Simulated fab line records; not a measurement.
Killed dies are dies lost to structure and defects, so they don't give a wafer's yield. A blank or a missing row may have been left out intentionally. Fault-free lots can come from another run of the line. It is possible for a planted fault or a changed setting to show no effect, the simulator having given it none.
What tool caused it? -- flow nand harc -- Sampling: 11 lots, 33 wafers, 6 of 1159 route steps

== WHAT THE GAUGES SHOWED, per wafer ==
NHARC_END_SORT_01. Usual: defect limited yield 95.5 %, standard deviation 1.4; killed at array 27, standard deviation 9.8; killed at other 0.6, standard deviation 0.83; killed at periphery 3.5, standard deviation 2.4; killed dies 31, standard deviation 9.6; killed open 3.1, standard deviation 1.9; killed short 2.0, standard deviation 1.5; sort_bin_2_pct 1.4 %, standard deviation 0.6; sort_bin_3_pct 0.26 %, standard deviation 0.23; sort_bin_4_pct 2.8 %, standard deviation 0.89; sort n pass 646, standard deviation 9.6; sort rim yield pct 96.6 %, standard deviation 2.5; sort yield pct 95.5 %, standard deviation 1.4.
lot,measured,on,defect limited yield (%),killed at array,killed at other,killed at periphery,killed dies,killed open,killed short,sort_bin_2_pct (%),sort_bin_3_pct (%),sort_bin_4_pct (%),sort n pass,sort rim yield pct (%),sort yield pct (%),flag
L353,day 24 00:34,prober-02,93.1 94.2 95.1,45 35 30,0 0 0,2 4 3,47 39 33,5 5 5,7 5 2,1.9 1.9 1.6,0.44 0.59 0.15,4.6 3.2 3.1,630 638 644,99.1 97.2 97.2,93.1 94.2 95.1,
L354,day 23 14:27,prober-01,92.3 95.0 95.7,50 34 29,0 0 0,2 0 0,52 34 29,2 2 2,5 2 0,2.2 1.6 1.9,0.74 0 0.15,4.7 3.4 2.2,625 643 648,99.1 90.6 93.4,92.3 95.0 95.7,

== WHICH TOOL RAN EACH LOT (tool, then ch and the chambers of the sampled wafers, then the start) ==
lot,NHARC_P_M0_DEP_32,NHARC_P_M2_DESCUM_14,NHARC_P_M2_ECD_22,NHARC_P_M2_CMP_23,NHARC_P_BONDPAD_CMP_32
L344,"pecvd-03 ch 0,1, day 6 09:13","rie diel-04 ch 1,2,3, day 6 14:55","ecd cu-02 ch 0,1, day 6 16:21","cmp-01 ch 0,1,2, day 6 17:04","cmp-04 ch 0,1,2, day 6 18:29"
L343,"pecvd-04 ch 0,1,2, day 6 09:26","rie diel-05 ch 1,2,3, day 6 15:24","ecd cu-01 ch 0,1, day 6 16:47","cmp-04 ch 1,2,3, day 6 17:32","cmp-04 ch 0,1,3, day 6 18:59"
L346,"pecvd-04 ch 0,1,2, day 7 02:53","rie diel-04 ch 1,2,3, day 7 08:37","ecd cu-02 ch 0,1, day 7 10:04","cmp-02 ch 0,3, day 7 10:42","cmp-04 ch 0,1,2, day 7 12:14"
L349,"pecvd-04 ch 0,1,2, day 7 18:08","rie diel-04 ch 0,1,2, day 7 23:52","ecd cu-02 ch 0,1, day 8 01:16","cmp-04 ch 0,2,3, day 8 02:02","cmp-03 ch 0,2,3, day 8 03:31"
L353,"pecvd-03 ch 0,2, day 9 03:29","rie diel-04 ch 2,3, day 9 08:55","ecd cu-01 ch 0, day 9 10:18","cmp-02 ch 1,3, day 9 11:03","cmp-03 ch 1,2,3, day 9 12:28"
L354,"pecvd-03 ch 1,2, day 9 06:43","rie diel-05 ch 0,2, day 9 12:07","ecd cu-01 ch 0,1, day 9 13:40","cmp-01 ch 1,2,3, day 9 14:20","cmp-04 ch 0,2, day 9 16:19"
L359,"pecvd-02 ch 0,1,2, day 9 23:11","rie diel-04 ch 0,2, day 10 04:52","ecd cu-01 ch 0,1, day 10 06:23","cmp-01 ch 2,3, day 10 07:05","cmp-02 ch 0,1,3, day 10 08:34"
L362,"pecvd-03 ch 1,2, day 11 01:04","rie diel-04 ch 0,3, day 11 06:48","ecd cu-01 ch 0,1, day 11 08:11","cmp-02 ch 1,2,3, day 11 08:57","cmp-02 ch 1,2, day 11 10:20"
L363,"pecvd-04 ch 0,1,2, day 11 05:14","rie diel-04 ch 1,2,3, day 11 11:13","ecd cu-01 ch 0,1, day 11 12:36","cmp-02 ch 0,1,2, day 11 13:19","cmp-04 ch 0,1,2, day 11 14:55"
L365,"pecvd-03 ch 0,1, day 11 06:23","rie diel-04 ch 0,2,3, day 11 12:03","ecd cu-01 ch 0,1, day 11 13:34","cmp-01 ch 0,2, day 11 14:12","cmp-04 ch 0,1,3, day 11 15:52"
L364,"pecvd-03 ch 0,1,2, day 11 06:52","rie diel-04 ch 0,3, day 11 12:40","ecd cu-01 ch 0,1, day 11 14:02","cmp-02 ch 2,3, day 11 14:47","cmp-04 ch 0,1,2, day 11 16:28"
- NHARC_P_M0_DEP_32: deposits SiCN, target thk 30 nm.
- NHARC_P_M2_DESCUM_14: chemistry O2, time 3 s.
- NHARC_P_M2_ECD_22: material Cu, target thk 400 nm.
- NHARC_P_M2_CMP_23: polishes, t overpolish 20 s, target thk 144.3 nm.
- NHARC_P_BONDPAD_CMP_32: polishes SiCN, target thk 200 nm.

== WHAT THE TOOLS THEMSELVES READ (means of the sampled wafers that have a number; where no wafer has one, the mark that the record gives instead) ==
NHARC_P_M0_DEP_32. Usual: heater power w 610 W, standard deviation 110; susceptor temp C 370.05 C, standard deviation 0.19.
lot,tool,heater power w (W),susceptor temp C (C),flag
L344,pecvd-03,655,370.18,
L343,pecvd-04,569,369.96,
L346,pecvd-04,547,370.10,
L349,pecvd-04,588,370.02,
L353,pecvd-03,661,370.04,
L354,pecvd-03,635,370.07,
L359,pecvd-02,585,370.04,
L362,pecvd-03,624,370.11,
L363,pecvd-04,582,370.13,
L365,pecvd-03,678,369.96,
L364,pecvd-03,678,370.11,

NHARC_P_M2_DESCUM_14. Usual: drypump motor current A 5.8 A, standard deviation 0.57; oes product au 0.999 a.u., standard deviation 0.007; rf vpp V 57.8 V, standard deviation 0.9; showerhead plenum p Torr 1.92 Torr, standard deviation 0.05; throttle valve pct 11.310 %, standard deviation 0.009.
lot,tool,drypump motor current A (A),oes product au (a.u.),rf vpp V (V),showerhead plenum p Torr (Torr),throttle valve pct (%),flag
L344,rie diel-04,5.7,1.002,57.3,1.95,11.310,
L343,rie diel-05,5.3,0.997,57.6,1.89,11.309,
L346,rie diel-04,5.8,1.001,57.5,1.95,11.312,
L349,rie diel-04,5.9,0.995,57.4,1.94,11.319,
L353,rie diel-04,6.3,1.004,57.7,1.97,11.320,
L354,rie diel-05,5.4,0.999,57.7,1.89,11.314,
L359,rie diel-04,6.5,0.999,58.5,1.97,11.309,
L362,rie diel-04,5.7,0.999,58.3,1.92,11.310,
L363,rie diel-04,5.8,1.003,57.9,1.94,11.304,
L365,rie diel-04,6.1,1.001,57.1,1.94,11.324,
L364,rie diel-04,5.9,0.982,58.2,1.92,11.309,

NHARC_P_M2_ECD_22. Usual: bath heat duty pct 6.6 %, standard deviation 0.76.
lot,tool,bath heat duty pct (%),flag
L344,ecd cu-02,6.5,
L343,ecd cu-01,6.7,
L346,ecd cu-02,6.1,
L349,ecd cu-02,5.9,
L353,ecd cu-01,7.2,
L354,ecd cu-01,6.5,
L359,ecd cu-01,6.9,
L362,ecd cu-01,7.1,
L363,ecd cu-01,6.7,
L365,ecd cu-01,6.7,
L364,ecd cu-01,7.3,

NHARC_P_M2_CMP_23. Usual: motor current A 12.2 A, standard deviation 0.97; retaining ring pressure frac 1.001, standard deviation 0.0054; time to endpoint s 28.2 s, standard deviation 1.9.
lot,tool,motor current A (A),retaining ring pressure frac,time to endpoint s (s),flag
L344,cmp-01,13.1,1.006,27.4,
L343,cmp-04,12.0,1.001,28.1,
L346,cmp-02,11.6,0.990,34.3,OFF
L349,cmp-04,11.5,0.994,36.3,OFF
L353,cmp-02,11.3,1.002,28.8,
L354,cmp-01,13.1,1.005,27.6,
L359,cmp-01,12.8,1.000,27.7,
L362,cmp-02,12.0,1.002,29.4,
L363,cmp-02,12.1,0.999,28.9,
L365,cmp-01,12.6,0.999,29.2,
L364,cmp-02,12.7,1.002,30.6,

NHARC_P_BONDPAD_CMP_32. Usual: motor current A 12.1 A, standard deviation 0.91; retaining ring pressure frac 1.000, standard deviation 0.0054.
lot,tool,motor current A (A),retaining ring pressure frac,flag
L344,cmp-04,11.4,1.000,
L343,cmp-04,11.5,1.001,
L346,cmp-04,11.3,1.000,
L349,cmp-03,13.4,1.006,
L353,cmp-03,13.4,1.004,
L354,cmp-04,11.5,1.000,
L359,cmp-02,11.4,0.996,
L362,cmp-02,12.0,1.004,
L363,cmp-04,11.7,1.007,
L365,cmp-04,11.5,0.995,
L364,cmp-04,11.4,1.003,

== THE ANSWER, worked out from the rows above alone ==
Rule: lot off if the mean of its wafers having a number is beyond 3 standard deviations from the usual mean. Also off: a lot with no number at a reading for which 4 or more lots have one. Where the step has rows for the other lots, those lots are counted as sound. Order of review: gauges by route order, followed by the tools' own readings, for which a lot's mean as printed above is used. The first step at which some lot is off is used, and at that step the reading that is off furthest; a lot without a number counts as furthest.
Off: L346, L349 (NHARC_P_M2_CMP_23, time to endpoint s).
A tool fits if, at that step or a process step before it, it ran every lot that is off, and no sound lot after the first of them. One candidate fits, namely ecd cu-02 at NHARC_P_M2_ECD_22. Its last sound lot is L344 (day 6 16:21), its first lot that is off L346 (day 7 10:04): a fault that began between those two fits.

== WHAT THE SIMULATOR PUT IN ==
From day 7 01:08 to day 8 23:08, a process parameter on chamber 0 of ecd cu-02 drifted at NHARC_P_M2_ECD_22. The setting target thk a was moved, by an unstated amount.
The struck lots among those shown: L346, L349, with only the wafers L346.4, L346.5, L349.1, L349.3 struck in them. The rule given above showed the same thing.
